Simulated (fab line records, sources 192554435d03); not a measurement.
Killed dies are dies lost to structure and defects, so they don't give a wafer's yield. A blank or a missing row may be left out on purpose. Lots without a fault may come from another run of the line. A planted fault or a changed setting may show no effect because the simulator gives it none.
Chamber matching | flow n5_finfet | N5_BEOL_M2_ETCH_77 on rie_diel-01: 4 sister chambers
The step etches underlayer in N2/H2, target depth 6.5 nm, time 5.2 s. 8 wafers are shown with their chamber, then 10 later ones without.

WAFERS WITH THEIR CHAMBER
wafer  | chamber | showerhead_plenum_p_Torr (Torr) | drypump_motor_current_A (A)
L076.6 | 1       | 2.38                            | 5.8
L078.4 | 3       | 2.61                            | 6.6
L081.5 | 0       | 2.66                            | 6.3
L082.1 | 2       | 2.71                            | 5.2
L082.3 | 0       | 2.66                            | 6.3
L082.5 | 1       | 2.38                            | 5.8
L086.1 | 3       | 2.60                            | 6.6
L086.3 | 2       | 2.70                            | 5.1

WAFERS WITHOUT THEIR CHAMBER
wafer  | showerhead_plenum_p_Torr (Torr) | drypump_motor_current_A (A)
L086.4 | 2.65                            | 6.3
L091.3 | 2.65                            | 6.3
L091.4 | 2.70                            | 5.2
L091.6 | 2.65                            | 6.3
L090.1 | 2.70                            | 5.2
L090.3 | 2.69                            | 5.8
L090.5 | 2.69                            | 5.8
L097.1 | 2.64                            | 6.3
L097.2 | 2.59                            | 6.6
L097.3 | 2.69                            | 5.8

WHICH CHAMBER EACH WENT THROUGH
wafer  | from the rows above | in truth
L086.4 | 0                   | 0
L091.3 | 0                   | 0
L091.4 | 2                   | 2
L091.6 | 0                   | 0
L090.1 | 2                   | 2
L090.3 | 0                   | 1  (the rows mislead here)
L090.5 | 0                   | 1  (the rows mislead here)
L097.1 | 0                   | 0
L097.2 | 3                   | 3
L097.3 | 0                   | 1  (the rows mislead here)
Placed correctly: 7 of 10. Can't be placed from these rows: 0. Placed wrongly: 3.
How it was worked out, from the rows above alone: a wafer's distance from a chamber is the root of the sum, over the readings, of the square of ((its reading less the chamber's mean) divided by the reading's scatter). The wafer belongs to the nearest chamber; if the next one is less than 2 further off, it can't be placed. A chamber's mean is the mean of its shown wafers. The scatter: the root of (the sum of the squares of (reading less its chamber's mean) over the shown wafers, divided by (wafers less chambers)).
